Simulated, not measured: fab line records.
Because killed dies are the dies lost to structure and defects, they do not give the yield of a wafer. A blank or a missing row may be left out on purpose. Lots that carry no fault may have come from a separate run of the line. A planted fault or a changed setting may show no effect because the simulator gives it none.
Chamber matching -- flow n5 finfet -- 3 sister chambers for N5_BEOL_M8_PECVD_70 on pecvd-01
The step deposits SiO2 from TEOS/O2, target thk 20 nm, time 22.7 s. 22 wafers are shown with their chamber, then 11 later ones without.

## EACH WAFER AND ITS CHAMBER
wafer,chamber,throttle valve pct (%),heater power outer w (W),heater power w (W)
L074.2,1,24.6,369,664
L074.3,2,20.5,348,576
L074.4,0,22.1,484,801
L076.2,2,20.6,332,569
L076.5,2,20.4,319,567
L076.6,0,22.1,420,720
L083.4,2,20.1,332,587
L083.5,1,24.7,335,606
L083.6,0,22.5,504,817
L082.1,1,24.8,409,707
L082.2,2,20.4,384,655
L082.4,0,22.5,540,870
L088.1,1,25.0,361,650
L088.2,2,20.8,330,583
L088.4,0,22.5,469,763
L090.1,2,20.7,361,617
L090.4,1,24.9,346,625
L090.6,0,22.6,526,884
L091.1,1,25.1,363,646
L091.3,2,20.5,385,659
L091.4,1,25.0,369,637
L092.2,2,20.6,329,572

SIGNATURES (means of the wafers above)
reading,chamber 0,chamber 1,chamber 2,scatter within a chamber
throttle valve pct,22.383,24.871,20.511,0.202
heater power outer w,490.50,364.57,346.67,30.3
heater power w,809.17,647.86,598.33,43.7
Rule: a wafer's distance from a chamber is the root of the sum, over the readings, of the square of ((its reading less the chamber's mean) divided by the reading's scatter). The wafer belongs to the nearest chamber; if the next one is less than 2 further off, it can't be placed. How the scatter is found: for the shown wafers, subtract from each reading the mean of its chamber, square and add these, divide the total by (wafers less chambers), then take the root.

## WAFERS WITHOUT THEIR CHAMBER
wafer,throttle valve pct (%),heater power outer w (W),heater power w (W)
L092.4,25.1,398,651
L092.6,22.4,496,836
L093.1,22.7,528,843
L093.5,20.6,373,636
L093.6,24.9,369,657
L094.2,22.7,497,830
L094.3,24.8,331,617
L094.5,25.0,331,611
L097.2,22.9,480,820
L097.3,20.5,323,583
L097.6,24.7,408,724

## EACH ONE'S CHAMBER
wafer,from the rows above,in truth
L092.4,1,1
L092.6,0,0
L093.1,0,0
L093.5,2,2
L093.6,1,1
L094.2,0,0
L094.3,1,1
L094.5,1,1
L097.2,0,0
L097.3,2,2
L097.6,1,1
Correctly placed: 11 of 11. Not placeable from these rows: 0. Number placed wrongly: 0.
